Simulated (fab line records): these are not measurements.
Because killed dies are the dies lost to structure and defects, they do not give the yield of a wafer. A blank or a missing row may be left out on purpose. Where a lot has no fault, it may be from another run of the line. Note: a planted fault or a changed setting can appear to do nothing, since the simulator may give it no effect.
fab line records	flow n5-finfet	part 1 of 2: steps 1 to 39 of 40
record: lots: 5	wafers: 15	last-day: 17
route steps=1938 shown MOL_CONTACT_COAG@576 BEOL_M4@1111 PASSIVATION@1936
lots that met no fault: from a run of the same line without faults
start-h: hours from the record's first day to the start of the lot's first wafer shown	wait-h: hours from the lot's prior step to this one	" unchanged from the row above	L1.1+2: a single row standing in for several wafers	- no value, or no start given	* or withheld: withheld	< > ~ a bound
route shown NAME@n: NAME is a module with steps in the file, n the number in the route of the first one	usual: mean/standard deviation of fault-free wafers	same: alike in all rows	chamber/n: place in a boat	sites: readings site by site	_std_site: how widely they spread, as a standard deviation	_edge_site: mean of outer sites minus mean of inner sites	radius-mm: how far each site lies from the wafer's centre	mask NAME#n: copy n	behind: the most recent tool/chamber to have shaped the wafer	hold: reason for holding the lot/hours on hold/outcome of the hold	device: the transistor (n, p or np) that didn't switch	end of line: tests of these same wafers at the route's end	a step given without rows: its recipe and nothing more	killed: dies lost to structure and defects at the first sort, not the wafer's yield	map: per-die view of a wafer (x killed, . not killed, _ where there is no die)
set.NAME: the setting that was run; set.NAME@STEP: the one run at that earlier step	model.NAME: the simulator's own value behind a step, which no gauge read
a table for each step, a row for each wafer; lots at some steps of the route
services: a tool's chamber out of use, with start hour (start-h, from the record's first day; less than 0 if before it), hours out, and reason
== steps ==
step: N5_MOL_CONTACT_COAG_DESCUM_88
recipe: chemistry: O2	time-s: 7	source-power-w: 50	bias-power-w: 20	pressure-mtorr: 20	rf-frequency-hz: 2.712e+07	temp-c: 40	resist: CAR-EUV	o2-flow-sccm: 225
step: N5_MOL_CONTACT_COAG_ETCH_89
recipe: chemistry: N2/H2	target: underlayer	target-depth-a: 130	mask-material: CAR-EUV	time-s: 10.4	ion-energy-ev: 200	pressure-mtorr: 30	source-w: 840	bias-w: 150	n2-flow-sccm: 200	h2-flow-sccm: 200	ends: cleared
step: N5_MOL_CONTACT_COAG_ETCH_90
recipe: chemistry: CF4	target: SiARC	target-depth-a: 130	mask-material: CAR-EUV	time-s: 21.7	ion-energy-ev: 80	pressure-mtorr: 40	source-w: 545	bias-w: 36	Ar_flow_sccm: 100	cf4-flow-sccm: 100	ends: cleared
step: N5_MOL_CONTACT_COAG_ALD_131
recipe: material: SiO2	target-thk-a: 50	temp-c: 100	ald-precursor-family: BDEAS	ald-co-reactant: O2-plasma	pulse-time-s: 1	co-reactant-pulse-time-s: 1	purge-time-s: 2	co-reactant-purge-time-s: 2	ald-cycles: 35	pressure-torr: 2
step: N5_MOL_CONTACT_COAG_ETCHBACK_132
recipe: chemistry: CHF3	target: SiO2	target-depth-a: 100	time-s: 6.7	ion-energy-ev: 200	pressure-mtorr: 30	source-w: 610	bias-w: 170	Ar_flow_sccm: 200	CHF3_flow_sccm: 50
step: N5_MOL_CONTACT_COAG_ETCH_91
recipe: chemistry: N2/H2	target: SOC	target-depth-a: 600	overetch-a: 210	mask-material: SiARC	temp-c: 40	time-s: 101.2	ion-energy-ev: 200	pressure-mtorr: 30	source-w: 840	bias-w: 150	n2-flow-sccm: 200	h2-flow-sccm: 200
step: N5_MOL_CONTACT_COAG_STRIP_92
recipe: chemistry: N2/H2	temp-c: 40	n2-flow-sccm: 200	h2-flow-sccm: 200	rf-frequency-hz: 6e+07
step: N5_MOL_CONTACT_COAG_STRIP_93
recipe: chemistry: N2/H2	temp-c: 40	n2-flow-sccm: 200	h2-flow-sccm: 200	rf-frequency-hz: 6e+07
step: N5_MOL_CONTACT_COAG_ETCHBACK_135
recipe: chemistry: CHF3	target: SiO2	target-depth-a: 250	time-s: 16.7	ion-energy-ev: 200	pressure-mtorr: 30	source-w: 610	bias-w: 170	Ar_flow_sccm: 200	CHF3_flow_sccm: 50
step: N5_MOL_CONTACT_COAG_STRIP_118
recipe: chemistry: CHF3	resist: SiARC	rf-frequency-hz: 6e+07
step: N5_MOL_CONTACT_COAG_VIA_ETCH_46
recipe: chemistry: C4F6/O2	target-depth-a: 460	overetch-a: 92	mask-material: SOC	target: SiO2	bias-w: 455	pressure-mtorr: 10	time-s: 40	source-w: 325	Ar_flow_sccm: 300	C4F6_flow_sccm: 10	O2_flow_sccm: 10	ion-energy-ev: 575.3	ends: end-point
usual: C4F6_flow_sccm: 10.005/0.027	O2_flow_sccm: 10.00/0.032	chamber-pressure-mTorr: 10.001/0.0083	drypump-motor-current-A: 5.8/0.46	oes_ar_750_au: 0.78/0.068	oes-product-au: 0.70/0.063	rf-vpp-V: 1583/13	showerhead-plenum-p-Torr: 2.87/0.1	throttle-valve-pct: 40.92/0.22
lot.wafer	tool	chamber	start-h	wait-h	C4F6_flow_sccm	O2_flow_sccm	chamber-pressure-mTorr	drypump-motor-current-A	oes_ar_750_au	oes-product-au	rf-hours-counter-h	rf-vpp-V	showerhead-plenum-p-Torr	throttle-valve-pct	model.SOC_of_MOL_CONTACT_COAG_COAT_75.thk-nm
L109.4	rie-diel-01	0	142.86	0.0	10.011	10.08	10.006	5.7	0.75	0.67	-	1566	2.73	41.11	50.8
L109.5	"	2	"	"	10.003	10.02	10.000	5.0	0.71	0.64	-	1567	2.92	41.30	50.6
L109.6	"	1	"	"	9.980	9.99	9.993	5.6	0.87	0.78	-	1604	3.00	40.74	50.6
L122.4	rie-diel-01	1	219.70	0.0	-	-	-	-	-	-	-	-	-	-	57.4
L122.5	"	1	"	"	-	-	-	-	-	-	-	-	-	-	57.4
L122.6	"	0	"	"	-	-	-	-	-	-	-	-	-	-	57.6
L123.4	rie-diel-06	1	227.22	0.0	-	-	-	-	-	-	-	-	-	-	57.6
L123.5	"	1	"	"	-	-	-	-	-	-	-	-	-	-	57.6
L123.6	"	0	"	"	-	-	-	-	-	-	-	-	-	-	57.8
L124.2	rie-diel-01	1	230.78	0.0	-	-	-	-	-	-	-	-	-	-	57.4
L124.5	"	1	"	"	-	-	-	-	-	-	-	-	-	-	57.6
L124.6	"	2	"	"	-	-	-	-	-	-	-	-	-	-	57.4
L125.2	rie-diel-02	1	236.88	0.0	9.993	10.00	10.004	6.5	0.70	0.62	241	1568	2.90	40.76	50.6
L125.4	"	0	"	"	10.020	10.04	9.988	5.5	0.92	0.82	18	1589	3.02	40.83	50.6
L125.5	"	2	"	"	10.020	10.01	10.002	6.1	0.76	0.67	-	1589	2.97	40.97	50.8
step: N5_MOL_CONTACT_COAG_STRIP_96
recipe: chemistry: N2/H2	power-w: 500	temp-c: 40	pressure-mtorr: 50	rf-frequency-hz: 6e+07	overash-fraction: 0.3	bias-power-w: 28	h2-frac: 0.5	n2-flow-sccm: 300	h2-flow-sccm: 300
step: N5_MOL_CONTACT_COAG_ETCH_47
recipe: chemistry: CH3F/O2	target: SiNx	target-depth-a: 270	mask-material: SiO2	stop-on: W	over-etch-frac: 0.2	ion-energy-ev: 120	endpoint: OES-CN	pressure-mtorr: 30	source-w: 395	bias-w: 73	Ar_flow_sccm: 150	CH3F_flow_sccm: 30	O2_flow_sccm: 20	ends: end-point
usual: CH3F_flow_sccm: 30.00/0.091	O2_flow_sccm: 19.99/0.063	chamber-pressure-mTorr: 29.999/0.028	drypump-motor-current-A: 5.8/0.46	etch-rf-on-time-s: 31.2/0.38	oes_ar_750_au: 0.78/0.068	oes-product-au: 0.70/0.065	rf-vpp-V: 296.5/2.7	showerhead-plenum-p-Torr: 2.02/0.077	throttle-valve-pct: 16.34/0.22
lot.wafer	tool	chamber	start-h	wait-h	CH3F_flow_sccm	O2_flow_sccm	chamber-pressure-mTorr	drypump-motor-current-A	etch-rf-on-time-s	oes_ar_750_au	oes-product-au	rf-hours-counter-h	rf-vpp-V	showerhead-plenum-p-Torr	throttle-valve-pct	model.etch.over-etch-s
L109.4	rie-diel-01	0	142.96	0.0	30.05	20.09	30.052	5.7	32.0	0.75	0.67	-	294.0	1.92	16.56	5.33
L109.5	"	2	"	"	29.89	20.10	30.020	5.0	31.9	0.72	0.63	-	294.8	2.06	16.72	5.31
L109.6	"	1	"	"	29.94	19.92	29.987	5.6	31.1	0.87	0.77	-	299.6	2.12	16.08	5.19
L122.4	rie-diel-01	1	219.81	0.0	30.00	19.93	30.053	5.6	50.8	0.83	0.31	70	300.8	2.11	16.10	0
L122.5	"	1	"	"	29.96	20.01	30.018	5.6	50.8	0.83	0.31	-	300.6	2.11	16.10	0
L122.6	"	0	"	"	29.89	19.87	30.006	5.6	50.8	0.72	0.27	-	293.2	1.91	16.59	0
L123.4	rie-diel-06	1	227.33	0.0	30.06	19.97	29.948	5.0	50.8	0.88	0.32	32	294.2	1.96	16.11	0
L123.5	"	1	"	"	30.05	20.09	30.038	5.0	50.8	0.88	0.33	-	292.8	1.96	16.11	0
L123.6	"	0	"	"	30.00	19.95	29.998	5.7	50.8	0.88	0.33	-	296.8	1.95	16.08	0
L124.2	rie-diel-01	1	230.88	0.0	30.06	19.98	29.973	5.6	50.8	0.83	0.31	73	301.8	2.11	16.11	0
L124.5	"	1	"	"	29.96	20.04	29.984	5.6	50.8	0.83	0.31	-	299.6	2.11	16.12	0
L124.6	"	2	"	"	29.95	19.99	30.005	5.1	50.8	0.70	0.26	-	294.1	2.05	16.72	0
L125.2	rie-diel-02	1	236.99	0.0	29.96	19.95	29.982	6.5	30.9	0.70	0.61	241	295.0	2.05	16.48	5.156
L125.4	"	0	"	"	30.19	20.10	30.043	5.5	30.3	0.92	0.82	18	298.1	2.13	15.99	5.056
L125.5	"	2	"	"	30.04	20.00	29.997	6.1	30.6	0.77	0.68	-	298.5	2.09	16.26	5.098
step: N5_MOL_CONTACT_COAG_STRIP_119
recipe: chemistry: N2/H2	time-s: 30	power-w: 1000	temp-c: 250	pressure-mtorr: withheld	n2-flow-sccm: 1750	h2-flow-sccm: 3250
step: N5_MOL_CONTACT_COAG_PRECLEAN_144
recipe: chemistry: alkaline-clean	temp-c: 60	time-s: 60	do-ppb: 50
step: N5_MOL_CONTACT_COAG_SRD_145
recipe: dry: ipa-marangoni	time-s: 30	temp-c: 23	rinse-liquid: diw
step: N5_MOL_CONTACT_COAG_CD_MEAS_137
recipe: target-cd-nm: 16
usual: cd-nm: 15.86/0.3
lot.wafer	tool	chamber	start-h	wait-h	cd-nm
L109.4	cd-sem-02	-	143.17	0.0	15.91
L109.5	"	-	"	"	15.92
L109.6	"	-	"	"	16.05
L122.4	cd-sem-03	-	220.04	0.0	-
L122.5	"	-	"	"	-
L122.6	"	-	"	"	-
L123.4	cd-sem-02	-	227.56	0.0	-
L123.5	"	-	"	"	-
L123.6	"	-	"	"	-
L124.2	cd-sem-03	-	231.12	0.0	-
L124.5	"	-	"	"	-
L124.6	"	-	"	"	-
L125.2	cd-sem-02	-	237.22	0.0	15.72
L125.4	"	-	"	"	15.98
L125.5	"	-	"	"	15.95
step: N5_MOL_CONTACT_COAG_COAT_62
recipe: resist: SOC	temp-c: 250	time-s: 60	spin-rpm: 1500	resist-thk-nm: 60
step: N5_MOL_CONTACT_COAG_COAT_63
recipe: resist: SiARC	temp-c: 220	time-s: 60	spin-rpm: 1500	resist-thk-nm: 10
step: N5_MOL_CONTACT_COAG_COAT_64
recipe: resist: underlayer	temp-c: 205	time-s: 60	spin-rpm: 1500	resist-thk-nm: 10
step: N5_MOL_CONTACT_COAG_COAT_34
recipe: resist: CAR-EUV	spin-rpm: 1500	resist-thk-nm: 40
step: N5_MOL_CONTACT_COAG_EBR_36
recipe: solvent: PGMEA	ebr-width-mm: 1.5
step: N5_MOL_CONTACT_COAG_SOFTBAKE_35
recipe: temp-c: 110	time-s: 60	resist: CAR-EUV
step: N5_MOL_CONTACT_COAG_EXPOSE_37
recipe: mask-id: VD	na: 0.33	source-shape: annular	sigma-inner: 0.3	sigma-outer: 0.7	polarization: unpolarized	defocus-nm: 0	dose-mj: 62
step: N5_MOL_CONTACT_COAG_PEB_38
recipe: peb-temp-c: 100	peb-time-s: 60	resist: CAR-EUV
step: N5_MOL_CONTACT_COAG_DEVELOP_39
recipe: develop-time-s: 30	developer: TMAH	resist: CAR-EUV	rinse-liquid: surfactant-rinse	dry: air-spin	dev-temp-c: 23
step: N5_MOL_CONTACT_COAG_DESCUM_45
recipe: chemistry: O2	time-s: 7	source-power-w: 50	bias-power-w: 20	pressure-mtorr: 20	rf-frequency-hz: 2.712e+07	temp-c: 40	resist: CAR-EUV	o2-flow-sccm: 225
step: N5_MOL_CONTACT_COAG_ETCH_65
recipe: chemistry: N2/H2	target: underlayer	target-depth-a: 130	mask-material: CAR-EUV	time-s: 10.4	ion-energy-ev: 200	pressure-mtorr: 30	source-w: 840	bias-w: 150	n2-flow-sccm: 200	h2-flow-sccm: 200	ends: cleared
step: N5_MOL_CONTACT_COAG_ETCH_66
recipe: chemistry: CF4	target: SiARC	target-depth-a: 130	mask-material: CAR-EUV	time-s: 21.7	ion-energy-ev: 80	pressure-mtorr: 40	source-w: 545	bias-w: 36	Ar_flow_sccm: 100	cf4-flow-sccm: 100	ends: cleared
step: N5_MOL_CONTACT_COAG_ALD_133
recipe: material: SiO2	target-thk-a: 50	temp-c: 100	ald-precursor-family: BDEAS	ald-co-reactant: O2-plasma	pulse-time-s: 1	co-reactant-pulse-time-s: 1	purge-time-s: 2	co-reactant-purge-time-s: 2	ald-cycles: 35	pressure-torr: 2
step: N5_MOL_CONTACT_COAG_ETCHBACK_134
recipe: chemistry: CHF3	target: SiO2	target-depth-a: 100	time-s: 6.7	ion-energy-ev: 200	pressure-mtorr: 30	source-w: 610	bias-w: 170	Ar_flow_sccm: 200	CHF3_flow_sccm: 50
step: N5_MOL_CONTACT_COAG_ETCH_67
recipe: chemistry: N2/H2	target: SOC	target-depth-a: 600	overetch-a: 210	mask-material: SiARC	temp-c: 40	time-s: 101.2	ion-energy-ev: 200	pressure-mtorr: 30	source-w: 840	bias-w: 150	n2-flow-sccm: 200	h2-flow-sccm: 200
step: N5_MOL_CONTACT_COAG_STRIP_68
recipe: chemistry: N2/H2	temp-c: 40	n2-flow-sccm: 200	h2-flow-sccm: 200	rf-frequency-hz: 6e+07
step: N5_MOL_CONTACT_COAG_STRIP_69
recipe: chemistry: N2/H2	temp-c: 40	n2-flow-sccm: 200	h2-flow-sccm: 200	rf-frequency-hz: 6e+07
step: N5_MOL_CONTACT_COAG_ETCHBACK_136
recipe: chemistry: CHF3	target: SiO2	target-depth-a: 250	time-s: 16.7	ion-energy-ev: 200	pressure-mtorr: 30	source-w: 610	bias-w: 170	Ar_flow_sccm: 200	CHF3_flow_sccm: 50
step: N5_MOL_CONTACT_COAG_STRIP_120
recipe: chemistry: CHF3	resist: SiARC	rf-frequency-hz: 6e+07
step: N5_MOL_CONTACT_COAG_VIA_ETCH_117
recipe: chemistry: C4F6/O2	target-depth-a: 400	overetch-a: 80	mask-material: SOC	target: SiO2	bias-w: 455	pressure-mtorr: 10	time-s: 26	source-w: 325	Ar_flow_sccm: 300	C4F6_flow_sccm: 10	O2_flow_sccm: 10	ion-energy-ev: 575.3	ends: end-point
step: N5_MOL_CONTACT_COAG_ETCH_124
recipe: chemistry: CH3F/O2	target: SiNx	target-depth-a: 65	mask-material: SOC	stop-on: SiOC	over-etch-frac: 0.3	ion-energy-ev: 120	pressure-mtorr: 30	source-w: 395	bias-w: 73	Ar_flow_sccm: 150	CH3F_flow_sccm: 30	O2_flow_sccm: 20	ends: end-point
usual: CH3F_flow_sccm: 30.00/0.089	O2_flow_sccm: 20.00/0.056	chamber-pressure-mTorr: 30.001/0.028	drypump-motor-current-A: 5.7/0.46	oes_ar_750_au: 0.78/0.068	oes-product-au: 0.67/0.059	rf-vpp-V: 296.6/2.8	showerhead-plenum-p-Torr: 2.02/0.074	throttle-valve-pct: 16.36/0.24
lot.wafer	tool	chamber	start-h	wait-h	CH3F_flow_sccm	O2_flow_sccm	chamber-pressure-mTorr	drypump-motor-current-A	oes_ar_750_au	oes-product-au	rf-hours-counter-h	rf-vpp-V	showerhead-plenum-p-Torr	throttle-valve-pct
L109.4	rie-diel-01	0	144.34	0.0	30.21	19.97	29.997	5.7	0.75	0.65	-	293.0	1.92	16.54
L109.5	"	2	"	"	29.97	19.94	29.958	5.0	0.71	0.61	-	293.5	2.06	16.68
L109.6	"	1	"	"	29.87	19.98	30.026	5.6	0.87	0.74	-	299.4	2.12	16.06
L122.4	rie-diel-06	2	220.98	0.0	29.98	20.00	30.011	5.4	0.73	0.27	188	297.4	2.07	16.69
L122.5	"	3	"	"	29.97	20.09	29.972	6.4	0.76	0.28	-	294.6	2.00	16.55
L122.6	"	0	"	"	30.07	19.98	30.014	5.7	0.88	0.33	-	298.1	1.95	16.07
L123.4	rie-diel-01	2	229.19	0.0	29.80	20.06	29.986	5.0	0.70	0.26	249	293.5	2.05	16.72
L123.5	"	3	"	"	29.95	19.97	29.967	6.2	0.75	0.28	-	299.9	2.08	16.31
L123.6	"	0	"	"	30.14	19.97	30.022	5.6	0.73	0.27	-	292.7	1.91	16.60
L124.2	rie-diel-06	0	232.23	0.0	29.88	20.01	29.970	5.7	0.88	0.33	39	296.4	1.95	16.07
L124.5	"	0	"	"	29.94	19.97	30.002	5.7	0.88	0.33	-	298.4	1.95	16.07
L124.6	"	1	"	"	30.08	20.04	29.964	5.0	0.88	0.33	-	292.8	1.96	16.12
L125.2	rie-diel-01	1	238.34	0.0	29.96	19.90	29.997	5.6	0.82	0.70	77	302.4	2.11	16.14
L125.4	"	0	"	"	30.05	20.00	30.038	5.7	0.73	0.62	-	292.7	1.91	16.60
L125.5	"	1	"	"	29.94	19.96	29.978	5.6	0.82	0.70	-	300.8	2.11	16.13
step: N5_BEOL_M4_RC_MEAS_101
usual: DIBL_N: 36.5/1.4	DIBL_P: 36.6/1.6	IOFF_N: 0.160/0.024	IOFF_P: 0.217/0.029	ION_N: 674/8.7	ION_P: 464/6.5	SS_N: 71.6/0.47	SS_P: 73.4/0.57	VT_N: 250.0/2.5	VT_P: -250/3.1
lot.wafer	tool	chamber	start-h	wait-h	DIBL_N[mV/V]	DIBL_P[mV/V]	IOFF_N[nA/um]	IOFF_P[nA/um]	ION_N[uA/um]	ION_P[uA/um]	SS_N[mV/dec]	SS_P[mV/dec]	VT_N[mV]	VT_P[mV]
L109.4	prober-01	0	216.48	0.5	38.5	37.2	0.182	0.244	677	469	72.0	73.7	246.1	-248
L109.5	"	0	"	"	38.2	38.1	0.179	0.262	672	468	72.0	73.8	250.8	-248
L109.6	"	0	"	"	34.9	32.6	0.116	0.173	658	464	71.0	72.9	254.1	-251
L125.2	prober-02	0	304.29	0.2	38.1	38.6	0.208	0.260	689	466	71.6	73.7	244.8	-247
L125.4	"	0	"	"	37.4	36.5	0.174	0.223	680	465	72.1	73.2	249.1	-249
L125.5	"	0	"	"	37.2	36.6	0.172	0.221	677	460	71.8	73.5	249.9	-250
== key ==
first-sign: step: N5_MOL_CONTACT_COAG_VIA_ETCH_46	reading: tool-record	direction: missing
effect: step: N5_MOL_CONTACT_COAG_ETCH_47	reading: etch-rf-on-time-s	direction: up	sigmas: 51	usual: *	struck: *
effect: step: N5_MOL_CONTACT_COAG_CD_MEAS_137	reading: cd-nm	direction: missing
effect: step: N5_MOL_CONTACT_COAG_ETCH_124	reading: oes-product-au	direction: down	sigmas: 6.2	usual: 0.67	struck: 0.30
effect: step: N5_PASSIVATION_PROBE_49	reading: killed-at-contacts	direction: up	sigmas: 99+	usual: 13	struck: 1078
model-effect: step: N5_MOL_CONTACT_COAG_VIA_ETCH_46	value: SOC_of_MOL_CONTACT_COAG_COAT_75.thk-nm	without: 50.93	struck: 57.53
model-effect: step: N5_MOL_CONTACT_COAG_ETCH_47	value: etch.over-etch-s	without: 5.212	struck: 0
more-kills-born-at: N5_MOL_CONTACT_COAG_VIA_ETCH_46@rie-diel-01: 6419	N5_MOL_CONTACT_COAG_VIA_ETCH_46@rie-diel-06: 3149
met-at N5_MOL_CONTACT_COAG_VIA_ETCH_46
struck-wafers L122.4,L122.5,L122.6,L123.4,L123.5,L123.6,L124.2,L124.5,L124.6
later-rows-left-out L122.4,L122.5,L122.6,L123.4,L123.5,L123.6,L124.2,L124.5,L124.6
onset-between 142.86 219.70
fault: kind: skipped-step-whole	tool: rie-diel-01,rie-diel-06	chamber: -	onset-h: 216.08	steps: N5_MOL_CONTACT_COAG_VIA_ETCH_46	scope: struck-lots-only
later-rows-left-out: the simulator's readings of these wafers behind a module that went badly wrong aren't trusted and aren't shown, but for the sort
